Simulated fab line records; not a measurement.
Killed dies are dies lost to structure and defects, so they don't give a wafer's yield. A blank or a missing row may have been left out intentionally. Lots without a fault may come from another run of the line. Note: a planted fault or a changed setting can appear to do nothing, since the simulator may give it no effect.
Which tool did it? || flow n5-finfet || 8 lots with 24 wafers sampled at 7 steps, on a route of 1938 steps

## WHAT THE GAUGES SHOWED, per wafer
N5_MOL_CONTACT_COAG_CD_MEAS_08 targets a cd of 28 nm.
{"lot": "L440", "measured": "day 4 16:40", "on": "cd-sem-03", "cd-nm (nm)": "28.17 27.98 28.46"}
{"lot": "L445", "measured": "day 5 23:30", "on": "cd-sem-01", "cd-nm (nm)": "27.96 28.09 28.16"}
{"lot": "L452", "measured": "day 7 19:49", "on": "cd-sem-02", "cd-nm (nm)": "27.94 27.96 27.72"}
{"lot": "L453", "measured": "day 7 21:10", "on": "cd-sem-02", "cd-nm (nm)": "28.58 28.22 28.01"}
{"lot": "L454", "measured": "day 8 03:36", "on": "cd-sem-03", "cd-nm (nm)": "27.82 27.93 28.01"}
{"lot": "L457", "measured": "day 9 01:26", "on": "cd-sem-03", "cd-nm (nm)": "25.41 25.99 28.23"}
{"lot": "L458", "measured": "day 9 07:33", "on": "cd-sem-02", "cd-nm (nm)": "27.82 25.98 27.80"}
{"lot": "L463", "measured": "day 10 14:11", "on": "cd-sem-03", "cd-nm (nm)": "28.23 28.38 28.21"}

N5_MOL_CONTACT_COAG_CD_MEAS_99 targets a cd of 17.2 nm.
{"lot": "L440", "measured": "day 4 17:36", "on": "cd-sem-01", "cd-nm (nm)": "17.0 17.7 17.5"}
{"lot": "L445", "measured": "day 6 00:03", "on": "cd-sem-01", "cd-nm (nm)": "16.7 17.0 17.0"}
{"lot": "L452", "measured": "day 7 20:24", "on": "cd-sem-03", "cd-nm (nm)": "17.4 17.1 17.5"}
{"lot": "L453", "measured": "day 7 21:41", "on": "cd-sem-01", "cd-nm (nm)": "17.9 17.2 17.9"}
{"lot": "L454", "measured": "day 8 04:09", "on": "cd-sem-01", "cd-nm (nm)": "16.8 17.5 16.9"}
{"lot": "L457", "measured": "day 9 01:58", "on": "cd-sem-03", "cd-nm (nm)": "14.2 15.4 17.2"}
{"lot": "L458", "measured": "day 9 08:04", "on": "cd-sem-01", "cd-nm (nm)": "17.7 15.5 17.2"}
{"lot": "L463", "measured": "day 10 14:43", "on": "cd-sem-02", "cd-nm (nm)": "17.3 17.8 17.6"}

N5_BEOL_M4_RC_MEAS_101.
{"lot": "L440", "measured": "day 7 19:43", "on": "prober-02", "DIBL_N (mV/V)": "40.0 36.8 42.1", "DIBL_P (mV/V)": "39.1 35.1 40.9", "IOFF_N (nA/um)": "0.22 0.16 0.27", "IOFF_P (nA/um)": "0.33 0.23 0.35", "ION_N (uA/um)": "686 680 691", "ION_P (uA/um)": "470 469 472", "RC_DENSE_N (ohm.um)": "19.2 18.2 18.5", "RC_DENSE_P (ohm.um)": "24.2 22.6 23.2", "RC_N (ohm.um)": "15.9 14.7 15.4", "RC_P (ohm.um)": "19.8 18.4 18.8", "SS_N (mV/dec)": "71.7 71.4 72.3", "SS_P (mV/dec)": "73.7 73.0 74.2", "VT_N (mV)": "242 249 243", "VT_P (mV)": "-242 -248 -241"}
{"lot": "L445", "measured": "day 9 03:22", "on": "prober-02", "DIBL_N (mV/V)": "39.0 40.6 37.3", "DIBL_P (mV/V)": "39.4 43.2 38.2", "IOFF_N (nA/um)": "0.20 0.26 0.17", "IOFF_P (nA/um)": "0.25 0.31 0.22", "ION_N (uA/um)": "681 693 698", "ION_P (uA/um)": "464 473 469", "RC_DENSE_N (ohm.um)": "19.6 19.4 19.1", "RC_DENSE_P (ohm.um)": "24.6 24.7 24.3", "RC_N (ohm.um)": "16.0 16.0 15.6", "RC_P (ohm.um)": "20.1 20.2 19.8", "SS_N (mV/dec)": "71.6 72.8 72.0", "SS_P (mV/dec)": "74.0 74.9 73.0", "VT_N (mV)": "247 243 248", "VT_P (mV)": "-249 -248 -251"}
{"lot": "L452", "measured": "day 11 02:35", "on": "prober-02", "DIBL_N (mV/V)": "39.9 41.4 40.8", "DIBL_P (mV/V)": "41.3 42.9 42.1", "IOFF_N (nA/um)": "0.23 0.26 0.24", "IOFF_P (nA/um)": "0.32 0.39 0.35", "ION_N (uA/um)": "704 688 692", "ION_P (uA/um)": "487 475 484", "RC_DENSE_N (ohm.um)": "18.7 18.7 18.3", "RC_DENSE_P (ohm.um)": "23.3 23.0 22.6", "RC_N (ohm.um)": "15.2 15.1 15.0", "RC_P (ohm.um)": "19.1 18.8 18.7", "SS_N (mV/dec)": "72.3 72.9 71.7", "SS_P (mV/dec)": "74.4 74.6 74.7", "VT_N (mV)": "243 241 241", "VT_P (mV)": "-244 -241 -241"}
{"lot": "L453", "measured": "day 11 20:29", "on": "prober-02", "DIBL_N (mV/V)": "39.9 33.8 36.5", "DIBL_P (mV/V)": "41.6 33.4 36.2", "IOFF_N (nA/um)": "0.25 0.12 0.15", "IOFF_P (nA/um)": "0.33 0.18 0.22", "ION_N (uA/um)": "703 675 658", "ION_P (uA/um)": "481 470 465", "RC_DENSE_N (ohm.um)": "17.6 19.2 18.0", "RC_DENSE_P (ohm.um)": "22.0 24.3 22.4", "RC_N (ohm.um)": "14.4 15.8 14.8", "RC_P (ohm.um)": "18.0 19.9 18.3", "SS_N (mV/dec)": "71.6 71.2 71.5", "SS_P (mV/dec)": "73.8 72.9 73.8", "VT_N (mV)": "245 252 253", "VT_P (mV)": "-243 -251 -247"}
{"lot": "L454", "measured": "day 11 02:22", "on": "prober-01", "DIBL_N (mV/V)": "38.6 37.7 35.2", "DIBL_P (mV/V)": "39.5 38.2 35.6", "IOFF_N (nA/um)": "0.19 0.17 0.12", "IOFF_P (nA/um)": "0.26 0.25 0.21", "ION_N (uA/um)": "668 683 647", "ION_P (uA/um)": "457 469 448", "RC_DENSE_N (ohm.um)": "19.4 18.7 19.1", "RC_DENSE_P (ohm.um)": "24.2 23.0 23.9", "RC_N (ohm.um)": "15.8 15.1 15.6", "RC_P (ohm.um)": "19.9 18.8 19.4", "SS_N (mV/dec)": "72.1 72.4 72.0", "SS_P (mV/dec)": "74.2 73.5 74.0", "VT_N (mV)": "248 248 253", "VT_P (mV)": "-251 -251 -252"}
{"lot": "L457", "measured": "day 12 06:49", "on": "prober-01", "DIBL_N (mV/V)": "38.4 36.5 37.4", "DIBL_P (mV/V)": "39.6 37.6 38.9", "IOFF_N (nA/um)": "0.22 0.18 0.21", "IOFF_P (nA/um)": "0.29 0.25 0.28", "ION_N (uA/um)": "666 691 703", "ION_P (uA/um)": "455 471 474", "RC_DENSE_N (ohm.um)": "25.3 21.9 19.1", "RC_DENSE_P (ohm.um)": "31.4 27.1 24.0", "RC_N (ohm.um)": "20.1 17.8 15.6", "RC_P (ohm.um)": "25.4 22.1 19.5", "SS_N (mV/dec)": "73.0 71.3 71.7", "SS_P (mV/dec)": "74.3 74.1 74.2", "VT_N (mV)": "248 248 245", "VT_P (mV)": "-246 -246 -244"}
{"lot": "L458", "measured": "day 12 10:14", "on": "prober-01", "DIBL_N (mV/V)": "38.1 39.1 36.4", "DIBL_P (mV/V)": "38.7 39.5 35.6", "IOFF_N (nA/um)": "0.18 0.20 0.16", "IOFF_P (nA/um)": "0.23 0.24 0.19", "ION_N (uA/um)": "679 670 685", "ION_P (uA/um)": "459 456 465", "RC_DENSE_N (ohm.um)": "18.2 22.2 19.3", "RC_DENSE_P (ohm.um)": "22.7 27.8 24.0", "RC_N (ohm.um)": "14.8 18.2 15.6", "RC_P (ohm.um)": "18.6 22.5 19.4", "SS_N (mV/dec)": "72.0 71.9 71.9", "SS_P (mV/dec)": "73.5 73.8 73.0", "VT_N (mV)": "246 246 249", "VT_P (mV)": "-250 -250 -252"}
{"lot": "L463", "measured": "day 13 13:46", "on": "prober-02", "DIBL_N (mV/V)": "38.2 37.2 34.7", "DIBL_P (mV/V)": "36.8 36.0 33.0", "IOFF_N (nA/um)": "0.19 0.18 0.13", "IOFF_P (nA/um)": "0.30 0.26 0.21", "ION_N (uA/um)": "680 681 675", "ION_P (uA/um)": "476 468 472", "RC_DENSE_N (ohm.um)": "18.7 19.2 18.2", "RC_DENSE_P (ohm.um)": "23.3 23.8 22.6", "RC_N (ohm.um)": "15.4 15.6 14.9", "RC_P (ohm.um)": "19.0 19.5 18.4", "SS_N (mV/dec)": "71.5 71.3 71.0", "SS_P (mV/dec)": "73.7 73.0 72.6", "VT_N (mV)": "246 246 251", "VT_P (mV)": "-242 -246 -248"}

## WHICH TOOL RAN EACH LOT (tool, then ch and the chambers of the sampled wafers, then the start)
{"lot": "L440", "N5_GATE_CUT_CMP_43": "cmp-02 ch 1,3, day 4 15:32", "N5_MOL_CONTACT_COAG_EXPOSE_05": "euv-scanner-02 ch 0, day 4 16:32", "N5_MOL_CONTACT_COAG_DESCUM_13": "rie-diel-06 ch 1,2, day 4 17:12", "N5_MOL_CONTACT_COAG_ETCH_106": "rie-diel-06 ch 1,2, day 4 17:17"}
{"lot": "L445", "N5_GATE_CUT_CMP_43": "cmp-03 ch 1,3, day 5 22:22", "N5_MOL_CONTACT_COAG_EXPOSE_05": "euv-scanner-02 ch 0, day 5 23:22", "N5_MOL_CONTACT_COAG_DESCUM_13": "rie-diel-04 ch 1,2,3, day 5 23:39", "N5_MOL_CONTACT_COAG_ETCH_106": "rie-diel-04 ch 1,2,3, day 5 23:44"}
{"lot": "L452", "N5_GATE_CUT_CMP_43": "cmp-02 ch 0,1, day 7 18:53", "N5_MOL_CONTACT_COAG_EXPOSE_05": "euv-scanner-01 ch 0, day 7 19:41", "N5_MOL_CONTACT_COAG_DESCUM_13": "rie-diel-06 ch 0,3, day 7 20:01", "N5_MOL_CONTACT_COAG_ETCH_106": "rie-diel-06 ch 0,3, day 7 20:05"}
{"lot": "L453", "N5_GATE_CUT_CMP_43": "cmp-02 ch 1,2, day 7 20:14", "N5_MOL_CONTACT_COAG_EXPOSE_05": "euv-scanner-01 ch 0, day 7 21:02", "N5_MOL_CONTACT_COAG_DESCUM_13": "rie-diel-02 ch 1,2, day 7 21:17", "N5_MOL_CONTACT_COAG_ETCH_106": "rie-diel-02 ch 1,2, day 7 21:22"}
{"lot": "L454", "N5_GATE_CUT_CMP_43": "cmp-03 ch 1,2,3, day 8 02:45", "N5_MOL_CONTACT_COAG_EXPOSE_05": "euv-scanner-01 ch 0, day 8 03:29", "N5_MOL_CONTACT_COAG_DESCUM_13": "rie-diel-02 ch 0,1,2, day 8 03:45", "N5_MOL_CONTACT_COAG_ETCH_106": "rie-diel-02 ch 0,1,2, day 8 03:50"}
{"lot": "L457", "N5_GATE_CUT_CMP_43": "cmp-03 ch 1,2, day 9 00:19", "N5_MOL_CONTACT_COAG_EXPOSE_05": "euv-scanner-01 ch 0, day 9 01:19", "N5_MOL_CONTACT_COAG_DESCUM_13": "rie-diel-02 ch 0,2,3, day 9 01:34", "N5_MOL_CONTACT_COAG_ETCH_106": "rie-diel-02 ch 0,2,3, day 9 01:39"}
{"lot": "L458", "N5_GATE_CUT_CMP_43": "cmp-01 ch 1,2,3, day 9 06:32", "N5_MOL_CONTACT_COAG_EXPOSE_05": "euv-scanner-01 ch 0, day 9 07:25", "N5_MOL_CONTACT_COAG_DESCUM_13": "rie-diel-02 ch 1,2,3, day 9 07:40", "N5_MOL_CONTACT_COAG_ETCH_106": "rie-diel-02 ch 1,2,3, day 9 07:45"}
{"lot": "L463", "N5_GATE_CUT_CMP_43": "cmp-01 ch 0,1,2, day 10 13:15", "N5_MOL_CONTACT_COAG_EXPOSE_05": "euv-scanner-02 ch 0, day 10 14:04", "N5_MOL_CONTACT_COAG_DESCUM_13": "rie-diel-02 ch 0,1,2, day 10 14:19", "N5_MOL_CONTACT_COAG_ETCH_106": "rie-diel-02 ch 0,1,2, day 10 14:23"}
- N5_GATE_CUT_CMP_43: polishes SiO2.
- N5_MOL_CONTACT_COAG_EXPOSE_05: exposes mask CA, defocus 0 nm.
- N5_MOL_CONTACT_COAG_DESCUM_13: chemistry O2, time 7 s.
- N5_MOL_CONTACT_COAG_ETCH_106: etches SOC in N2/H2, target depth 80 nm, overetch 16 nm, time 120 s.

## AS READ BY THE TOOLS THEMSELVES (means over the sampled wafers that have a number; for cases with no such wafer, the mark the record gives instead)
N5_GATE_CUT_CMP_43.
{"lot": "L440", "tool": "cmp-02", "motor-current-A (A)": 12.6}
{"lot": "L445", "tool": "cmp-03", "motor-current-A (A)": 12.7}
{"lot": "L452", "tool": "cmp-02", "motor-current-A (A)": 13.3}
{"lot": "L453", "tool": "cmp-02", "motor-current-A (A)": 13.1}
{"lot": "L454", "tool": "cmp-03", "motor-current-A (A)": 13.1}
{"lot": "L457", "tool": "cmp-03", "motor-current-A (A)": 12.5}
{"lot": "L458", "tool": "cmp-01", "motor-current-A (A)": 11.9}
{"lot": "L463", "tool": "cmp-01", "motor-current-A (A)": 11.9}

N5_MOL_CONTACT_COAG_DESCUM_13.
{"lot": "L440", "tool": "rie-diel-06", "chamber-pressure-mTorr (mTorr)": 20.003, "drypump-motor-current-A (A)": 6.0, "oes-product-au (a.u.)": 0.92, "rf-vpp-V (V)": 242.0, "showerhead-plenum-p-Torr (Torr)": 2.05, "throttle-valve-pct (%)": 20.47}
{"lot": "L445", "tool": "rie-diel-04", "chamber-pressure-mTorr (mTorr)": 20.002, "drypump-motor-current-A (A)": 5.5, "oes-product-au (a.u.)": 0.77, "rf-vpp-V (V)": 242.2, "showerhead-plenum-p-Torr (Torr)": 2.03, "throttle-valve-pct (%)": 20.49}
{"lot": "L452", "tool": "rie-diel-06", "chamber-pressure-mTorr (mTorr)": 19.982, "drypump-motor-current-A (A)": 5.6, "oes-product-au (a.u.)": 0.79, "rf-vpp-V (V)": 242.0, "showerhead-plenum-p-Torr (Torr)": 2.04, "throttle-valve-pct (%)": 20.33}
{"lot": "L453", "tool": "rie-diel-02", "chamber-pressure-mTorr (mTorr)": 19.999, "drypump-motor-current-A (A)": 5.1, "oes-product-au (a.u.)": 0.74, "rf-vpp-V (V)": 243.8, "showerhead-plenum-p-Torr (Torr)": 2.11, "throttle-valve-pct (%)": 20.34}
{"lot": "L454", "tool": "rie-diel-02", "chamber-pressure-mTorr (mTorr)": 19.992, "drypump-motor-current-A (A)": 5.4, "oes-product-au (a.u.)": 0.73, "rf-vpp-V (V)": 243.3, "showerhead-plenum-p-Torr (Torr)": 2.11, "throttle-valve-pct (%)": 20.34}
{"lot": "L457", "tool": "rie-diel-02", "chamber-pressure-mTorr (mTorr)": 19.980, "drypump-motor-current-A (A)": 5.3, "oes-product-au (a.u.)": 0.77, "rf-vpp-V (V)": 243.3, "showerhead-plenum-p-Torr (Torr)": 2.12, "throttle-valve-pct (%)": 20.43}
{"lot": "L458", "tool": "rie-diel-02", "chamber-pressure-mTorr (mTorr)": 20.019, "drypump-motor-current-A (A)": 5.2, "oes-product-au (a.u.)": 0.77, "rf-vpp-V (V)": 242.4, "showerhead-plenum-p-Torr (Torr)": 2.06, "throttle-valve-pct (%)": 20.38}
{"lot": "L463", "tool": "rie-diel-02", "chamber-pressure-mTorr (mTorr)": 19.991, "drypump-motor-current-A (A)": 5.4, "oes-product-au (a.u.)": 0.72, "rf-vpp-V (V)": 242.9, "showerhead-plenum-p-Torr (Torr)": 2.10, "throttle-valve-pct (%)": 20.36}

N5_MOL_CONTACT_COAG_ETCH_106.
{"lot": "L440", "tool": "rie-diel-06", "chamber-pressure-mTorr (mTorr)": 30.01, "drypump-motor-current-A (A)": 6.0, "oes-product-au (a.u.)": 0.82, "rf-vpp-V (V)": 522.7, "showerhead-plenum-p-Torr (Torr)": 2.52, "throttle-valve-pct (%)": 18.02}
{"lot": "L445", "tool": "rie-diel-04", "chamber-pressure-mTorr (mTorr)": 30.01, "drypump-motor-current-A (A)": 5.6, "oes-product-au (a.u.)": 0.68, "rf-vpp-V (V)": 521.6, "showerhead-plenum-p-Torr (Torr)": 2.46, "throttle-valve-pct (%)": 17.80}
{"lot": "L452", "tool": "rie-diel-06", "chamber-pressure-mTorr (mTorr)": 29.99, "drypump-motor-current-A (A)": 5.6, "oes-product-au (a.u.)": 0.71, "rf-vpp-V (V)": 523.0, "showerhead-plenum-p-Torr (Torr)": 2.49, "throttle-valve-pct (%)": 17.82}
{"lot": "L453", "tool": "rie-diel-02", "chamber-pressure-mTorr (mTorr)": 29.98, "drypump-motor-current-A (A)": 5.1, "oes-product-au (a.u.)": 0.67, "rf-vpp-V (V)": 524.3, "showerhead-plenum-p-Torr (Torr)": 2.57, "throttle-valve-pct (%)": 17.75}
{"lot": "L454", "tool": "rie-diel-02", "chamber-pressure-mTorr (mTorr)": 29.99, "drypump-motor-current-A (A)": 5.5, "oes-product-au (a.u.)": 0.65, "rf-vpp-V (V)": 524.3, "showerhead-plenum-p-Torr (Torr)": 2.56, "throttle-valve-pct (%)": 17.72}
{"lot": "L457", "tool": "rie-diel-02", "chamber-pressure-mTorr (mTorr)": 30.02, "drypump-motor-current-A (A)": 5.3, "oes-product-au (a.u.)": 0.69, "rf-vpp-V (V)": 524.6, "showerhead-plenum-p-Torr (Torr)": 2.58, "throttle-valve-pct (%)": 17.89}
{"lot": "L458", "tool": "rie-diel-02", "chamber-pressure-mTorr (mTorr)": 30.00, "drypump-motor-current-A (A)": 5.2, "oes-product-au (a.u.)": 0.69, "rf-vpp-V (V)": 523.3, "showerhead-plenum-p-Torr (Torr)": 2.52, "throttle-valve-pct (%)": 17.85}
{"lot": "L463", "tool": "rie-diel-02", "chamber-pressure-mTorr (mTorr)": 30.00, "drypump-motor-current-A (A)": 5.5, "oes-product-au (a.u.)": 0.64, "rf-vpp-V (V)": 524.2, "showerhead-plenum-p-Torr (Torr)": 2.55, "throttle-valve-pct (%)": 17.74}

## THE ANSWER, worked out from the rows above alone
Rule: what is usual is taken from the lots themselves. The widest of any qualifying gaps counts: lots, ordered by their means at a reading, are off when they make up no more than a third of the lots, leave a main group of 4 or more, and stand apart from it by 3 or more times the standard deviation of that group's means. If all means in a main group match to the digits the tables above print for the reading, that group is not used. Also off: a lot with no number at a reading for which 4 or more lots have one. All remaining lots with rows at the step are treated as sound. First the gauges in route order, then the tools' own readings, where a lot's mean is used as printed above. At the first step where some lot is off, the reading lying furthest off is the one used; lots without a number count as furthest.
Off: L457, L458, at N5_MOL_CONTACT_COAG_CD_MEAS_08 (cd-nm). Mean 28.10 nm and standard deviation 0.16 in the main group.
A tool fits if, at a process step before that reading, it ran every lot that is off, and no sound lot after the first of them. Those tools and the gauges at N5_MOL_CONTACT_COAG_CD_MEAS_08 are tried in the same way. One candidate fits, namely euv-scanner-01 at N5_MOL_CONTACT_COAG_EXPOSE_05. A fault onset in the window from L454 (day 8 03:29, its last sound lot) to L457 (day 9 01:19, its first lot off) fits.

## WHAT THE SIMULATOR PUT IN
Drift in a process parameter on euv-scanner-01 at N5_MOL_CONTACT_COAG_EXPOSE_05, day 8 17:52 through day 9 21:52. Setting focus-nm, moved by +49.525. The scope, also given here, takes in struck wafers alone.
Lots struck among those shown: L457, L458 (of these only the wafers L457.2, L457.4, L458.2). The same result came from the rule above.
